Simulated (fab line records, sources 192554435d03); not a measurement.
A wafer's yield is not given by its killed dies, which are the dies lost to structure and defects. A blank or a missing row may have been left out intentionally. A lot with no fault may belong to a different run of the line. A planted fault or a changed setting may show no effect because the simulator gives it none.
The tool behind it: which one? + flow n5Finfet + Sampling: 12 lots, 36 wafers, 3 of 1938 route steps

## WHAT THE GAUGES READ, wafer by wafer
N5_BEOL_M15_CD_MEAS_10 targets a cd of 360 nm.
| lot  | measured     | on       | cdNm (nm)         |
|------|--------------|----------|-------------------|
| L075 | day 12 04:04 | cdSem-03 | 365.1 362.5 363.2 |
| L078 | day 12 10:24 | cdSem-03 | 363.6 362.4 361.8 |
| L081 | day 13 21:59 | cdSem-03 | 360.3 363.1 361.3 |
| L082 | day 14 01:13 | cdSem-02 | 357.2 358.1 357.7 |
| L084 | day 14 13:55 | cdSem-02 | 364.5 359.0 358.8 |
| L085 | day 15 19:13 | cdSem-02 | 358.2 360.8 360.9 |
| L086 | day 16 01:29 | cdSem-03 | 360.6 362.1 361.0 |
| L089 | day 16 16:35 | cdSem-01 | 362.7 361.0 363.9 |
| L093 | day 16 19:43 | cdSem-01 | 362.3 357.6 359.1 |
| L096 | day 17 21:16 | cdSem-02 | 358.5 357.8 360.2 |
| L094 | day 18 02:31 | cdSem-03 | 360.3 359.8 363.5 |
| L097 | day 18 05:41 | cdSem-01 | 364.1 362.4 360.7 |

## WHICH TOOL RAN EACH LOT (tool, then ch and the chambers of the sampled wafers, then the start)
| lot  | N5_BEOL_M14_ETCH_67               | N5_BEOL_M14_ETCH_38                          |
|------|-----------------------------------|----------------------------------------------|
| L075 | rieDiel-04 ch 2,3, day 11 23:14   | rieDiel-02 ch 1,2, day 12 04:04 or earlier   |
| L078 | rieDiel-02 ch 0,1, day 12 05:09   | rieDiel-01 ch 1,2, day 12 10:24 or earlier   |
| L081 | rieDiel-02 ch 0,1,2, day 13 17:43 | rieDiel-02 ch 1,2,3, day 13 21:59 or earlier |
| L082 | rieDiel-01 ch 0,1,2, day 13 19:56 | rieDiel-04 ch 1,2,3, day 14 01:13 or earlier |
| L084 | rieDiel-04 ch 0,2, day 14 09:14   | rieDiel-02 ch 0,2,3, day 14 13:55 or earlier |
| L085 | rieDiel-02 ch 0,1,3, day 15 10:52 | rieDiel-02 ch 1,2,3, day 15 19:13 or earlier |
| L086 | rieDiel-01 ch 0,2,3, day 15 17:47 | rieDiel-01 ch 0,2,3, day 16 01:29 or earlier |
| L089 | rieDiel-01 ch 0,1,2, day 16 12:31 | rieDiel-04 ch 0,1, day 16 16:35 or earlier   |
| L093 | rieDiel-01 ch 1,2,3, day 16 14:52 | rieDiel-01 ch 0,1,2, day 16 19:43 or earlier |
| L096 | rieDiel-01 ch 1,3, day 17 17:51   | rieDiel-02 ch 0,1,3, day 17 21:16 or earlier |
| L094 | rieDiel-01 ch 0,1,3, day 17 19:34 | rieDiel-02 ch 0,3, day 18 02:31 or earlier   |
| L097 | rieDiel-04 ch 2,3, day 17 23:31   | rieDiel-04 ch 1,2,3, day 18 05:41 or earlier |
- N5_BEOL_M14_ETCH_67: etches SiARC in CF4, target depth 143 nm, time 238.3 s.
- N5_BEOL_M14_ETCH_38: etches SiCN in CF4/N2, target depth 106.5 nm, time 120.6 s.

## THE ANSWER, worked out from the rows above alone
Rule: the lots themselves supply what counts as usual. The widest of any qualifying gaps counts: lots, ordered by their means at a reading, are off when they make up no more than a third of the lots, leave a main group of 4 or more, and stand apart from it by 3 or more times the standard deviation of that group's means. A main group whose means are all the same, to the digits that the tables above print for the reading, isn't used. A lot without any number at a reading at which 4 lots or more have one is off too. Where the step has rows for the other lots, those lots are counted as sound.
Nothing can be told from this: no lot is off at any reading shown.

## WHAT THE SIMULATOR PUT IN
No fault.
